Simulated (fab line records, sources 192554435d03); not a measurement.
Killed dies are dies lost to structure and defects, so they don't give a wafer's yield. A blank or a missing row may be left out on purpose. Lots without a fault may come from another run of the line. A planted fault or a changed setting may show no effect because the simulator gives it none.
Chamber matching | flow n5_finfet | N5_BEOL_M10_CURE_71 on uv_cure-01: 3 sister chambers
The step cures SiCOH lowk, time 240 s. 20 wafers are shown with their chamber, then 10 later ones without.

WAFERS WITH THEIR CHAMBER
wafer  | chamber | wafer_temp_C_max | lamp_power_pct (%)
L074.1 | 2       | 387.4            | 52.30
L074.2 | 2       | 387.2            | 52.28
L074.6 | 2       | 386.8            | 52.37
L077.2 | 0       | 386.8            | 52.32
L077.3 | 0       | 386.9            | 52.36
L077.5 | 0       | 386.8            | 52.28
L078.3 | 0       | 386.6            | 52.23
L078.4 | 0       | 387.5            | 52.21
L078.6 | 0       | 387.1            | 52.27
L084.4 | 2       | 387.5            | 52.25
L084.5 | 2       | 388.2            | 52.37
L084.6 | 2       | 387.3            | 52.33
L090.1 | 1       | 385.6            | 52.30
L090.2 | 1       | 386.6            | 52.36
L090.4 | 1       | 386.6            | 52.24
L088.1 | 1       | 385.8            | 52.31
L088.3 | 1       | 386.4            | 52.33
L088.5 | 1       | 386.0            | 52.22
L087.2 | 1       | 386.9            | 52.31
L087.3 | 1       | 386.8            | 52.40

SIGNATURES (means of the wafers above)
reading          | chamber 0 | chamber 1 | chamber 2 | scatter within a chamber
wafer_temp_C_max | 386.950   | 386.337   | 387.400   | 0.432
lamp_power_pct   | 52.2783   | 52.3088   | 52.3167   | 0.055
Rule: a wafer's distance from a chamber is the root of the sum, over the readings, of the square of ((its reading less the chamber's mean) divided by the reading's scatter). The wafer belongs to the nearest chamber; if the next one is less than 2 further off, it can't be placed. The scatter: the root of (the sum of the squares of (reading less its chamber's mean) over the shown wafers, divided by (wafers less chambers)).

WAFERS WITHOUT THEIR CHAMBER
wafer  | wafer_temp_C_max | lamp_power_pct (%)
L087.4 | 386.2            | 52.31
L093.1 | 386.8            | 52.27
L093.2 | 386.4            | 52.30
L093.4 | 386.3            | 52.34
L093.3 | 386.3            | 52.32
L093.5 | 386.6            | 52.37
L093.6 | 386.2            | 52.29
L096.2 | 387.2            | 52.31
L096.3 | 386.5            | 52.30
L096.5 | 386.9            | 52.33

WHICH CHAMBER EACH WENT THROUGH
wafer  | from the rows above          | in truth
L087.4 | can't be placed: 1 or 0      | 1
L093.1 | can't be placed: 0 or 1 or 2 | 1
L093.2 | can't be placed: 1 or 0      | 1
L093.4 | can't be placed: 1 or 0      | 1
L093.3 | can't be placed: 1 or 0      | 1
L093.5 | can't be placed: 1 or 0 or 2 | 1
L093.6 | can't be placed: 1 or 0      | 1
L096.2 | can't be placed: 2 or 0 or 1 | 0
L096.3 | can't be placed: 1 or 0 or 2 | 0
L096.5 | can't be placed: 0 or 2 or 1 | 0
Placed correctly: 0 of 10. Can't be placed from these rows: 10 (the true chamber is among the candidates in 10). Placed wrongly: 0.
